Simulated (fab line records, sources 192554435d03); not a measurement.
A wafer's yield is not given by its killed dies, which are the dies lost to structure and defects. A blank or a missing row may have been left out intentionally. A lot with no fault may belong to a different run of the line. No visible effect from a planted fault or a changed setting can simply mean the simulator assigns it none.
fab line records ; flow n5_finfet
record: lots: 9; wafers: 27; last_day: 17
route steps=1938 shown HKMG_FIN@420 BEOL_M4@1111 PASSIVATION@1936
lots with no fault: from the same line, run without faults
start_h: the number of hours between the record's first day and the start of the first shown wafer of the lot ; wait_h: hours elapsed since this lot's preceding step ; " the same as in the row above ; L1.1+2: a row that stands for several wafers ; - either no value or no given start ; * or withheld: withheld ; < > ~ a bound
route shown NAME@n: a module of which the file shows steps, and the number in the route of the first ; usual: mean and standard deviation over wafers with no fault ; same: alike in all rows ; chamber/n: place in a boat ; sites: per-site readings ; _std_site: their standard deviation ; _edge_site: inner sites' mean taken away from outer sites' mean ; radius_mm: how far each site lies from the wafer's centre ; mask NAME#n: copy n ; behind: the last tool/chamber to shape the wafer ; hold: reason for holding the lot/hours on hold/outcome of the hold ; device: transistor that didn't switch, given as n, p or np ; end of line: the route-end tests of the same wafers ; a step given without rows: its recipe and nothing more ; killed: dies lost to structure and defects at the first sort, not the wafer's yield ; map: dies across one wafer; x = killed, . = not, _ = none there
set.NAME: the setting as run; set.NAME@STEP: as run at that earlier step ; model.NAME: the simulator's own value behind a step, which no gauge read
route steps across a sampled set of lots; one table per step, one row per wafer
services: from which hour (start_h, from the record's first day; less than 0 if before it) a tool's chamber was out of use, for how many hours, and why
== steps ==
step: N5_HKMG_FIN_THK_MEAS_70
recipe: thk_meas_gauge: xrf; reads: HfO2_of_HKMG_FIN_HK_ALD_01
usual: HK_THK: 1.617/0.019
lot.wafer;tool;chamber;start_h;wait_h;HK_THK[nm]
L269.1;film_metro-01;-;83.12;0.2;1.611
L269.4;film_metro-01;-;83.12;0.2;1.631
L269.6;film_metro-01;-;83.12;0.2;1.626
L277.1;film_metro-01;-;128.84;0.2;1.625
L277.5;film_metro-01;-;128.84;0.2;1.650
L277.6;film_metro-01;-;128.84;0.2;1.605
L278.1;film_metro-02;-;136.14;0.2;1.617
L278.2;film_metro-02;-;136.14;0.2;1.616
L278.4;film_metro-02;-;136.14;0.2;1.574
L279.3;film_metro-02;-;144.95;0.3;1.611
L279.4;film_metro-02;-;144.95;0.3;1.580
L279.5;film_metro-02;-;144.95;0.3;1.631
L281.2;film_metro-02;-;158.58;0.2;1.607
L281.4;film_metro-02;-;158.58;0.2;1.562
L281.5;film_metro-02;-;158.58;0.2;1.643
L283.1;film_metro-02;-;166.55;0.2;1.615
L283.2;film_metro-02;-;166.55;0.2;1.589
L283.6;film_metro-02;-;166.55;0.2;1.601
L288.1;film_metro-02;-;199.26;0.2;1.596
L288.4;film_metro-02;-;199.26;0.2;1.618
L288.5;film_metro-02;-;199.26;0.2;1.608
L289.1;film_metro-01;-;201.48;0.2;1.600
L289.4;film_metro-01;-;201.48;0.2;1.618
L289.6;film_metro-01;-;201.48;0.2;1.622
L290.3;film_metro-02;-;210.60;0.2;1.641
L290.5;film_metro-02;-;210.60;0.2;1.636
L290.6;film_metro-02;-;210.60;0.2;1.610
step: N5_HKMG_FIN_ETCH_31
recipe: chemistry: CF4; target: SiARC; target_depth_a: 455; mask_material: CAR-ArF; time_s: 75.8; ion_energy_ev: 80; pressure_mtorr: 40; source_w: 545; bias_w: 36; Ar_flow_sccm: 100; cf4_flow_sccm: 100; ends: cleared
usual: chamber_pressure_mTorr: 40.00/0.036; drypump_motor_current_A: 5.5/0.48; etch_rf_on_time_s: 75.7/2.1; oes_product_au: 0.67/0.069; rf_vpp_V: 184.1/1.4; showerhead_plenum_p_Torr: 2.14/0.08; throttle_valve_pct: 15.66/0.21
lot.wafer;tool;chamber;start_h;wait_h;chamber_pressure_mTorr;drypump_motor_current_A;etch_rf_on_time_s;oes_product_au;rf_hours_counter_h;rf_vpp_V;showerhead_plenum_p_Torr;throttle_valve_pct
L269.1;rie_diel-06;3;84.38;0.0;39.94;4.9;75.0;0.60;233;181.7;2.03;15.87
L269.4;rie_diel-06;1;84.38;0.0;40.04;5.6;73.5;0.65;158;184.0;2.15;15.91
L269.6;rie_diel-06;2;84.38;0.0;39.98;5.3;72.4;0.67;-;183.6;2.13;15.70
L277.1;rie_diel-05;2;129.71;0.0;40.03;5.4;77.7;0.76;31;185.2;2.25;15.26
L277.5;rie_diel-05;0;129.71;0.0;40.04;5.9;73.8;0.67;-;186.2;2.26;15.91
L277.6;rie_diel-05;1;129.71;0.0;40.03;5.1;75.7;0.79;-;183.4;2.11;15.44
L278.1;rie_diel-06;3;137.14;0.0;40.00;4.8;75.8;0.59;253;182.1;2.02;15.92
L278.2;rie_diel-06;2;137.14;0.0;40.02;5.3;74.7;0.64;168;183.4;2.13;15.77
L278.4;rie_diel-06;2;137.14;0.0;40.01;5.3;75.0;0.64;-;185.0;2.12;15.75
L279.3;rie_diel-05;3;145.94;0.0;39.96;6.4;77.8;0.59;222;182.8;2.04;15.72
L279.4;rie_diel-05;0;145.94;0.0;39.96;5.8;73.0;0.67;111;185.5;2.26;15.93
L279.5;rie_diel-05;0;145.94;0.0;40.02;5.9;73.2;0.68;-;185.2;2.26;15.92
L281.2;rie_diel-05;1;159.45;0.0;39.95;5.1;76.4;0.76;31;184.3;2.11;15.44
L281.4;rie_diel-05;3;159.45;0.0;39.97;6.4;78.5;0.58;227;183.4;2.04;15.73
L281.5;rie_diel-05;2;159.45;0.0;39.97;5.4;78.6;0.74;-;186.5;2.25;15.28
L283.1;rie_diel-05;2;167.54;0.0;40.02;5.4;77.8;0.75;45;186.0;2.25;15.31
L283.2;rie_diel-05;1;167.54;0.0;40.04;5.1;76.7;0.75;34;183.8;2.11;15.46
L283.6;rie_diel-05;2;167.54;0.0;39.99;5.3;77.8;0.75;-;184.8;2.25;15.29
L288.1;rie_diel-05;2;200.43;0.0;40.06;5.4;79.7;0.72;58;186.8;2.24;15.32
L288.4;rie_diel-05;0;200.43;0.0;40.04;5.9;74.3;0.65;130;185.5;2.25;15.95
L288.5;rie_diel-05;0;200.43;0.0;40.04;5.9;73.5;0.66;-;184.3;2.25;15.97
L289.1;rie_diel-05;2;202.90;0.0;40.07;5.4;77.4;0.73;59;185.1;2.24;15.32
L289.4;rie_diel-05;1;202.90;0.0;40.05;5.1;75.7;0.75;48;183.5;2.10;15.52
L289.6;rie_diel-05;2;202.90;0.0;39.99;5.4;77.8;0.73;-;185.6;2.24;15.32
L290.3;rie_diel-05;1;211.60;0.0;39.98;5.1;77.6;0.73;51;184.1;2.10;15.49
L290.5;rie_diel-05;3;211.60;0.0;40.01;6.4;80.4;0.56;-;181.6;2.03;15.77
L290.6;rie_diel-05;0;211.60;0.0;39.99;5.8;73.6;0.65;-;185.7;2.25;15.95
step: N5_HKMG_FIN_STRIP_34
recipe: chemistry: CF4; resist: SiARC; power_w: 300; bias_power_w: 75; pressure_mtorr: 50; cf4_flow_sccm: 150; rf_frequency_hz: 6e+07
usual: bias_power_w: 75.03/0.21; cf4_flow_sccm: 150.1/0.45; chamber_pressure_mTorr: 50.00/0.059; drypump_motor_current_A: 5.5/0.48; oes_product_au: 0.78/0.078; rf_vpp_V: 271.0/1.7; showerhead_plenum_p_Torr: 1.79/0.068; throttle_valve_pct: 13.62/0.21
lot.wafer;tool;chamber;start_h;wait_h;bias_power_w;cf4_flow_sccm;chamber_pressure_mTorr;drypump_motor_current_A;oes_product_au;rf_hours_counter_h;rf_vpp_V;showerhead_plenum_p_Torr;throttle_valve_pct
L269.1;rie_diel-06;3;84.62;0.0;75.27;150.2;49.98;4.8;0.70;233;269.4;1.69;13.83
L269.4;rie_diel-06;1;84.62;0.0;74.91;149.3;50.06;5.6;0.75;158;271.9;1.80;13.87
L269.6;rie_diel-06;2;84.62;0.0;74.90;150.0;50.02;5.3;0.74;-;271.3;1.78;13.68
L277.1;rie_diel-05;2;129.96;0.0;75.10;150.0;50.03;5.4;0.90;32;273.9;1.89;13.25
L277.5;rie_diel-05;0;129.96;0.0;75.07;150.3;49.96;5.8;0.77;-;273.0;1.89;13.85
L277.6;rie_diel-05;1;129.96;0.0;74.65;150.6;50.03;5.1;0.91;-;270.7;1.77;13.37
L278.1;rie_diel-06;3;137.38;0.0;74.99;150.3;49.99;4.9;0.69;254;270.2;1.68;13.85
L278.2;rie_diel-06;2;137.38;0.0;75.19;149.7;49.90;5.3;0.74;168;270.6;1.78;13.72
L278.4;rie_diel-06;2;137.38;0.0;75.11;150.2;50.00;5.3;0.73;-;271.3;1.78;13.75
L279.3;rie_diel-05;3;146.19;0.0;75.61;150.1;50.01;6.4;0.70;223;269.9;1.71;13.75
L279.4;rie_diel-05;0;146.19;0.0;75.22;150.8;49.94;5.9;0.76;111;271.7;1.89;13.86
L279.5;rie_diel-05;0;146.19;0.0;75.27;150.5;50.01;5.9;0.76;-;272.7;1.89;13.85
L281.2;rie_diel-05;1;159.70;0.0;75.00;149.5;49.99;5.1;0.89;31;269.2;1.77;13.39
L281.4;rie_diel-05;3;159.70;0.0;75.24;150.6;50.07;6.4;0.69;227;268.8;1.71;13.74
L281.5;rie_diel-05;2;159.70;0.0;74.92;150.3;49.98;5.4;0.88;-;271.9;1.89;13.28
L283.1;rie_diel-05;2;167.78;0.0;75.00;149.6;50.06;5.4;0.88;45;273.3;1.88;13.29
L283.2;rie_diel-05;1;167.78;0.0;75.36;150.2;49.94;5.1;0.88;34;268.7;1.77;13.39
L283.6;rie_diel-05;2;167.78;0.0;75.03;150.4;50.04;5.4;0.87;-;272.8;1.88;13.28
L288.1;rie_diel-05;2;200.67;0.0;75.04;150.0;50.02;5.4;0.86;58;275.1;1.88;13.33
L288.4;rie_diel-05;0;200.67;0.0;74.65;150.4;50.04;5.8;0.74;130;272.6;1.88;13.89
L288.5;rie_diel-05;0;200.67;0.0;75.02;150.2;49.96;5.9;0.74;-;271.2;1.88;13.91
L289.1;rie_diel-05;2;203.14;0.0;75.29;150.2;50.03;5.3;0.85;59;274.9;1.88;13.31
L289.4;rie_diel-05;1;203.14;0.0;75.06;150.5;50.02;5.1;0.86;48;269.9;1.76;13.43
L289.6;rie_diel-05;2;203.14;0.0;75.37;150.1;50.04;5.3;0.86;-;273.3;1.88;13.32
L290.3;rie_diel-05;1;211.84;0.0;75.08;149.8;50.01;5.1;0.86;51;269.7;1.76;13.46
L290.5;rie_diel-05;3;211.84;0.0;75.07;150.0;49.97;6.4;0.68;-;268.1;1.71;13.80
L290.6;rie_diel-05;0;211.84;0.0;74.96;150.9;50.02;5.9;0.74;-;274.0;1.88;13.89
step: N5_HKMG_FIN_STRIP_92
recipe: chemistry: N2/H2; material: SOC; time_s: 20; power_w: 500; temp_c: 40; pressure_mtorr: 50; rf_frequency_hz: 6e+07; bias_power_w: 8; h2_frac: 0.5; n2_flow_sccm: 300; h2_flow_sccm: 300
usual: bias_power_w: 8.001/0.023; chamber_pressure_mTorr: 50.00/0.04; drypump_motor_current_A: 5.5/0.48; oes_product_au: 0.79/0.081; rf_vpp_V: 54.2/0.87; showerhead_plenum_p_Torr: 3.35/0.13; throttle_valve_pct: 19.2/0.35
lot.wafer;tool;chamber;start_h;wait_h;bias_power_w;chamber_pressure_mTorr;drypump_motor_current_A;oes_product_au;rf_hours_counter_h;rf_vpp_V;showerhead_plenum_p_Torr;throttle_valve_pct
L269.1;rie_diel-06;3;84.79;0.1;7.994;50.03;4.9;0.71;233;54.6;3.19;19.7
L269.4;rie_diel-06;1;84.79;0.1;8.012;49.97;5.6;0.76;158;52.6;3.36;19.5
L269.6;rie_diel-06;2;84.79;0.1;8.023;50.00;5.3;0.77;-;54.6;3.37;19.4
L277.1;rie_diel-05;2;130.13;0.1;-;-;-;-;-;-;-;-
L277.5;rie_diel-05;0;130.13;0.1;-;-;-;-;-;-;-;-
L277.6;rie_diel-05;1;130.13;0.1;-;-;-;-;-;-;-;-
L278.1;rie_diel-06;3;137.55;0.1;-;-;-;-;-;-;-;-
L278.2;rie_diel-06;2;137.55;0.1;-;-;-;-;-;-;-;-
L278.4;rie_diel-06;2;137.55;0.1;-;-;-;-;-;-;-;-
L279.3;rie_diel-05;3;146.36;0.1;-;-;-;-;-;-;-;-
L279.4;rie_diel-05;0;146.36;0.1;-;-;-;-;-;-;-;-
L279.5;rie_diel-05;0;146.36;0.1;-;-;-;-;-;-;-;-
L281.2;rie_diel-05;1;159.87;0.1;7.991;50.04;5.1;0.89;31;53.5;3.28;18.9
L281.4;rie_diel-05;3;159.87;0.1;8.015;50.01;6.4;0.68;227;52.6;3.17;19.2
L281.5;rie_diel-05;2;159.87;0.1;7.984;49.96;5.4;0.87;-;54.3;3.57;19.0
L283.1;rie_diel-05;2;167.95;0.1;8.028;50.05;5.3;0.88;45;53.5;3.57;19.0
L283.2;rie_diel-05;1;167.95;0.1;7.995;49.97;5.1;0.88;34;53.8;3.28;18.9
L283.6;rie_diel-05;2;167.95;0.1;7.989;49.98;5.3;0.87;-;54.1;3.57;19.0
L288.1;rie_diel-05;2;200.84;0.1;7.971;50.02;5.3;0.85;58;54.7;3.57;19.0
L288.4;rie_diel-05;0;200.84;0.1;7.975;50.02;5.9;0.77;130;53.8;3.49;19.2
L288.5;rie_diel-05;0;200.84;0.1;7.973;50.02;5.9;0.76;-;54.8;3.49;19.2
L289.1;rie_diel-05;2;203.31;0.1;8.033;49.97;5.4;0.84;59;56.0;3.57;19.0
L289.4;rie_diel-05;1;203.31;0.1;7.980;50.03;5.1;0.86;49;53.2;3.27;18.9
L289.6;rie_diel-05;2;203.31;0.1;8.040;50.01;5.4;0.85;-;54.1;3.57;19.0
L290.3;rie_diel-05;1;212.01;0.1;7.987;49.94;5.1;0.86;51;55.1;3.27;19.0
L290.5;rie_diel-05;3;212.01;0.1;8.033;50.02;6.4;0.66;-;54.8;3.16;19.2
L290.6;rie_diel-05;0;212.01;0.1;8.021;50.04;5.9;0.76;-;55.5;3.49;19.3
step: N5_BEOL_M4_RC_MEAS_101
usual: DIBL_N: 36.2/1.7; DIBL_P: 36.6/1.9; IOFF_N: 0.16/0.032; IOFF_P: 0.21/0.037; ION_N: 675/12; ION_P: 460/8.1; SS_N: 71.4/0.58; SS_P: 73.4/0.64; VT_N: 249/3.2; VT_P: -252/3.4
lot.wafer;tool;chamber;start_h;wait_h;DIBL_N[mV/V];DIBL_P[mV/V];IOFF_N[nA/um];IOFF_P[nA/um];ION_N[uA/um];ION_P[uA/um];SS_N[mV/dec];SS_P[mV/dec];VT_N[mV];VT_P[mV]
L269.1;prober-02;0;169.36;0.0;36.7;37.2;0.17;0.23;665;465;71.8;73.2;250;-248
L269.4;prober-02;0;169.36;0.0;36.4;37.7;0.16;0.23;687;468;72.2;73.8;250;-247
L269.6;prober-02;0;169.36;0.0;33.9;34.4;0.13;0.18;668;465;71.1;72.9;252;-250
L277.1;prober-02;0;208.18;0.0;35.6;36.2;0.16;0.19;684;463;71.6;73.1;248;-250
L277.5;prober-02;0;208.18;0.0;33.9;33.8;0.12;0.15;671;455;71.2;73.2;253;-254
L277.6;prober-02;0;208.18;0.0;34.7;35.1;0.14;0.17;676;463;71.1;73.2;249;-253
L278.1;prober-02;0;226.69;0.0;38.8;41.1;0.20;0.27;688;473;71.6;74.6;245;-250
L278.2;prober-02;0;226.69;0.0;34.4;35.3;0.12;0.17;658;454;70.9;72.6;252;-256
L278.4;prober-02;0;226.69;0.0;37.4;38.8;0.18;0.23;693;465;71.7;73.9;247;-253
L279.3;prober-01;0;242.82;0.3;34.7;35.4;0.14;0.20;669;461;70.6;72.9;253;-251
L279.4;prober-01;0;242.82;0.3;34.1;35.4;0.14;0.21;676;460;70.5;72.9;250;-247
L279.5;prober-01;0;242.82;0.3;33.1;34.1;0.11;0.18;649;456;70.7;73.4;256;-251
L281.2;prober-02;0;245.13;0.2;36.2;37.0;0.16;0.20;672;453;71.1;73.1;247;-253
L281.4;prober-02;0;245.13;0.2;33.7;33.3;0.12;0.15;665;450;71.1;72.2;252;-254
L281.5;prober-02;0;245.13;0.2;36.9;37.8;0.18;0.22;673;460;71.8;73.6;248;-251
L283.1;prober-01;0;249.09;0.0;35.3;37.0;0.17;0.18;685;454;71.2;73.0;249;-258
L283.2;prober-01;0;249.09;0.0;33.8;34.9;0.14;0.15;671;444;71.3;73.1;250;-260
L283.6;prober-01;0;249.09;0.0;33.4;34.9;0.13;0.15;654;442;70.9;72.6;250;-259
L288.1;prober-02;0;286.74;0.0;36.8;36.1;0.13;0.19;656;448;71.4;72.4;253;-255
L288.4;prober-02;0;286.74;0.0;36.7;35.8;0.15;0.18;683;457;71.7;72.7;252;-256
L288.5;prober-02;0;286.74;0.0;37.9;37.3;0.15;0.20;671;461;71.1;73.7;250;-252
L289.1;prober-02;0;290.30;0.0;36.0;35.2;0.16;0.22;677;469;70.8;73.1;249;-249
L289.4;prober-02;0;290.30;0.0;37.7;37.2;0.18;0.24;697;471;71.9;73.8;247;-246
L289.6;prober-02;0;290.30;0.0;37.8;37.0;0.19;0.25;692;472;71.6;73.7;248;-247
L290.3;prober-01;0;295.63;0.3;38.3;39.7;0.20;0.26;692;470;71.9;74.3;247;-247
L290.5;prober-01;0;295.63;0.3;37.1;37.1;0.18;0.22;682;466;71.8;74.0;248;-251
L290.6;prober-01;0;295.63;0.3;36.5;36.0;0.17;0.21;682;466;71.2;73.5;248;-250
step: N5_PASSIVATION_PROBE_49
usual: defect_limited_yield: 91.3/1.5; killed_at_M0_to_M3: 35/10; killed_at_M4_up: 12/4.6; killed_at_contacts: 13/6.6; killed_at_front_end: 39/11; killed_at_other: 4/3.4; killed_dies: 103/17; killed_open: 67/13; killed_short: 35/8.2; sort_bin_5_function: 5.1/0.94; sort_bin_6_memory: 3.2/0.7; sort_bin_8_speed: 0.00/0.03; sort_n_pass: 1077/17; sort_yield_pct: 91.3/1.5
same: gross_dies: 1180; killed_at_back_side: 0; sort_bin_4_leakage[%]: 0
lot.wafer;tool;chamber;start_h;wait_h;defect_limited_yield[%];killed_at_M0_to_M3;killed_at_M4_up;killed_at_contacts;killed_at_front_end;killed_at_other;killed_dies;killed_open;killed_short;sort_bin_5_function[%];sort_bin_6_memory[%];sort_bin_8_speed[%];sort_n_pass;sort_yield_pct[%]
L269.1;prober-01;-;269.89;0.0;91.6;33;15;15;35;1;99;62;36;4.7;3.4;0;1081;91.6
L269.4;prober-01;-;270.04;0.2;92.8;30;6;8;39;2;85;58;27;4.8;2.2;0;1095;92.8
L269.6;prober-01;-;270.14;0.3;91.9;42;8;12;33;1;96;58;30;4.3;3.1;0;1084;91.9
L278.1;prober-01;-;326.39;0.0;89.3;43;11;12;56;4;126;75;49;6.4;3.6;0;1054;89.3
L278.2;prober-01;-;326.44;0.1;88.9;44;8;30;43;6;131;82;43;6.4;4.2;0;1049;88.9
L278.4;prober-01;-;326.54;0.2;91.1;27;13;18;45;2;105;76;28;4.8;3.8;0;1075;91.1
L279.3;prober-02;-;345.66;0.1;92.6;18;11;16;38;4;87;47;39;3.6;3.1;0;1093;92.6
L279.4;prober-02;-;345.71;0.2;93.1;32;12;20;17;1;82;55;26;4.2;2.7;0;1098;93.1
L279.5;prober-02;-;345.76;0.2;93.1;30;6;15;27;3;81;52;28;4.2;2.6;0;1099;93.1
L288.1;prober-02;-;393.75;0.0;90.2;55;16;9;36;0;116;76;40;5.7;3.8;0;1064;90.2
L288.4;prober-02;-;393.90;0.2;91.8;44;19;16;18;0;97;73;24;4.9;2.6;0;1083;91.8
L288.5;prober-02;-;393.95;0.2;90.6;56;9;17;27;2;111;73;37;5.1;4.2;0;1069;90.6
L290.3;prober-02;-;397.45;0.1;91.4;36;20;9;30;6;101;65;33;5.2;3.1;0;1079;91.4
L290.5;prober-02;-;397.55;0.2;90.8;36;14;14;42;3;109;65;44;5.5;3.4;0;1071;90.8
L290.6;prober-02;-;397.60;0.3;88.9;38;15;22;43;13;131;85;43;6.9;3.9;0;1049;88.9
L289.1;prober-02;-;406.11;0.0;91.9;46;10;4;31;4;95;66;29;5.3;2.6;0;1085;91.9
L289.4;prober-02;-;406.26;0.2;94.9;10;12;15;23;0;60;38;21;2.8;2.2;0;1120;94.9
L289.6;prober-02;-;406.36;0.3;93.0;40;6;5;28;4;83;53;30;4.0;3.0;0;1097;93.0
killed by level:class
L269.1 BEOL_M3:geometric_particle:open=10 MOL_CONTACT_COAG:geometric_particle:open=9 FIN_SAQP:geometric_particle:short=8 BEOL_M0_SAQP:geometric_particle:open=7 STI_FIN_REVEAL:geometric_particle:open=6 MOL_CONTACT_COAG:geometric_particle:short=5 BEOL_M0_SAQP:geometric_particle:short=5 BEOL_M5:geometric_particle:open=5
L269.4 STI_FIN_REVEAL:geometric_particle:open=17 FIN_SAQP:geometric_particle:short=8 MOL_CONTACT_COAG:geometric_particle:open=8 BEOL_M0_SAQP:geometric_particle:open=8 BEOL_M3:geometric_particle:open=8 BEOL_M0_SAQP:geometric_particle:short=5 BEOL_M1:geometric_particle:open=3 STARTING-WAFER:geometric_particle:short=3
L269.6 BEOL_M3:geometric_particle:open=14 MOL_CONTACT_COAG:geometric_particle:open=9 STI_FIN_REVEAL:geometric_particle:open=7 HKMG_FIN:area_etch=6 BEOL_M0_SAQP:geometric_particle:open=5 BEOL_M1:geometric_particle:open=5 FIN_SAQP:geometric_particle:short=4 BEOL_M3:geometric_particle:short=4
L278.1 DUMMY_GATE:geometric_particle:open=14 FIN_SAQP:geometric_particle:short=10 MOL_CONTACT_COAG:geometric_particle:open=9 BEOL_M0_SAQP:geometric_particle:open=7 GATE_CUT:geometric_particle:short=7 BEOL_M0_SAQP:geometric_particle:short=7 BEOL_M3:geometric_particle:open=6 BEOL_M3:geometric_particle:short=6
L278.2 MOL_CONTACT_COAG:geometric_particle:open=26 BEOL_M2:geometric_particle:open=12 FIN_SAQP:geometric_particle:short=8 BEOL_M0_SAQP:geometric_particle:short=7 FIN_SAQP:geometric_particle:open=6 DUMMY_GATE:geometric_particle:open=6 ILD0:geometric_particle:short=6 BEOL_M0_SAQP:geometric_particle:open=5
L278.4 FIN_SAQP:geometric_particle:open=19 MOL_CONTACT_COAG:geometric_particle:open=11 DUMMY_GATE:geometric_particle:open=10 BEOL_M1:geometric_particle:open=9 MOL_CONTACT_COAG:geometric_particle:short=7 FIN_SAQP:geometric_particle:short=6 BEOL_M0:geometric_particle:open=6 STI_FIN_REVEAL:geometric_particle:open=5
L279.3 MOL_CONTACT_COAG:geometric_particle:open=12 STI_FIN_REVEAL:geometric_particle:open=8 BEOL_M3:geometric_particle:open=8 FIN_SAQP:geometric_particle:short=7 GATE_CUT:geometric_particle:short=5 STARTING-WAFER:geometric_particle:short=5 MOL_CONTACT_COAG:geometric_particle:short=4 BEOL_M4:geometric_particle:open=4
L279.4 MOL_CONTACT_COAG:geometric_particle:open=17 BEOL_M0_SAQP:geometric_particle:open=11 BEOL_M0_SAQP:geometric_particle:short=5 BEOL_M3:geometric_particle:short=5 BEOL_M3:geometric_particle:open=5 STARTING-WAFER:geometric_particle:short=5 GATE_CUT:geometric_particle:short=3 MOL_CONTACT_COAG:geometric_particle:short=3
L279.5 MOL_CONTACT_COAG:geometric_particle:open=11 BEOL_M0_SAQP:geometric_particle:open=10 BEOL_M3:geometric_particle:open=8 BEOL_M0_SAQP:geometric_particle:short=7 FIN_SAQP:geometric_particle:open=6 FIN_SAQP:geometric_particle:short=4 ILD0:geometric_particle:open=4 MOL_CONTACT_COAG:geometric_particle:short=4
L288.1 BEOL_M0_SAQP:geometric_particle:open=14 BEOL_M0_SAQP:geometric_particle:short=13 BEOL_M1:geometric_particle:open=10 BEOL_M3:geometric_particle:open=9 FIN_SAQP:geometric_particle:open=8 FIN_SAQP:geometric_particle:short=7 BEOL_M4:geometric_particle:open=7 MOL_CONTACT_COAG:geometric_particle:open=6
L288.4 BEOL_M0_SAQP:geometric_particle:open=12 BEOL_M3:geometric_particle:open=12 MOL_CONTACT_COAG:geometric_particle:open=11 BEOL_M4:geometric_particle:open=10 BEOL_M1:geometric_particle:open=8 MOL_CONTACT_COAG:geometric_particle:short=5 BEOL_M0_SAQP:geometric_particle:short=5 DUMMY_GATE:geometric_particle:open=4
L288.5 BEOL_M3:geometric_particle:open=19 MOL_CONTACT_COAG:geometric_particle:open=14 BEOL_M0_SAQP:geometric_particle:short=9 BEOL_M1:geometric_particle:open=8 FIN_SAQP:geometric_particle:open=6 BEOL_M2:geometric_particle:open=6 BEOL_M0_SAQP:geometric_particle:open=5 DUMMY_GATE:geometric_particle:open=3
L290.3 BEOL_M2:geometric_particle:open=15 GATE_CUT:geometric_particle:short=7 MOL_CONTACT_COAG:geometric_particle:open=7 FIN_SAQP:geometric_particle:open=6 DUMMY_GATE:geometric_particle:open=6 BEOL_M0_SAQP:geometric_particle:open=6 BEOL_M0_SAQP:geometric_particle:short=5 BEOL_M8:geometric_particle:open=5
L290.5 GATE_CUT:geometric_particle:short=12 BEOL_M4:geometric_particle:open=12 MOL_CONTACT_COAG:geometric_particle:open=9 BEOL_M0_SAQP:geometric_particle:short=9 DUMMY_GATE:geometric_particle:open=7 BEOL_M0_SAQP:geometric_particle:open=6 BEOL_M2:geometric_particle:open=6 MOL_CONTACT_COAG:geometric_particle:short=5
L290.6 MOL_CONTACT_COAG:geometric_particle:open=15 FIN_SAQP:geometric_particle:open=12 BEOL_M0_SAQP:geometric_particle:open=11 GATE_CUT:geometric_particle:short=8 BEOL_M0_SAQP:geometric_particle:short=8 MOL_CONTACT_COAG:geometric_particle:short=7 BEOL_M1:geometric_particle:open=7 DUMMY_GATE:geometric_particle:open=6
L289.1 BEOL_M2:geometric_particle:open=11 FIN_SAQP:geometric_particle:short=10 BEOL_M0_SAQP:geometric_particle:open=10 FIN_SAQP:geometric_particle:open=8 BEOL_M3:geometric_particle:open=8 BEOL_M0_SAQP:geometric_particle:short=6 STI_FIN_REVEAL:geometric_particle:open=4 MOL_CONTACT_COAG:geometric_particle:open=4
L289.4 MOL_CONTACT_COAG:geometric_particle:open=11 FIN_SAQP:geometric_particle:open=6 FIN_SAQP:geometric_particle:short=4 MOL_CONTACT_COAG:geometric_particle:short=4 BEOL_M4:geometric_particle:open=4 STI_FIN_REVEAL:geometric_particle:open=3 GATE_CUT:geometric_particle:short=3 BEOL_M0_SAQP:geometric_particle:open=3
L289.6 BEOL_M0_SAQP:geometric_particle:open=11 BEOL_M0_SAQP:geometric_particle:short=10 FIN_SAQP:geometric_particle:short=9 STI_FIN_REVEAL:geometric_particle:open=9 BEOL_M2:geometric_particle:open=8 BEOL_M3:geometric_particle:open=6 MOL_CONTACT_COAG:geometric_particle:open=5 BEOL_M1:geometric_particle:open=4
== services ==
tool;chamber;start_h;hours;kind
rie_diel-05;3;70.68;31.9;repair
rie_diel-06;3;149.23;-;clean
rie_diel-06;3;149.23;-;consumable_replace:focus_ring
rie_diel-06;3;149.23;-;consumable_replace:showerhead
rie_diel-06;3;149.23;23.9;scheduled_down
rie_diel-06;3;149.23;23.9;vent_cycle
== key ==
first_sign: step: N5_HKMG_FIN_STRIP_92; reading: tool_record; direction: missing
effect none on later readings
met_at N5_HKMG_FIN_STRIP_92
struck_lots L277,L278,L279
not_acting_at N5_HKMG_FIN_THK_MEAS_70,N5_HKMG_FIN_ETCH_31,N5_HKMG_FIN_STRIP_34
onset_between 84.79 130.13
fault: kind: skipped_step_whole; tool: rie_diel-05,rie_diel-06; chamber: -; onset_h: 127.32; steps: N5_HKMG_FIN_STRIP_92; scope: struck_lots_only
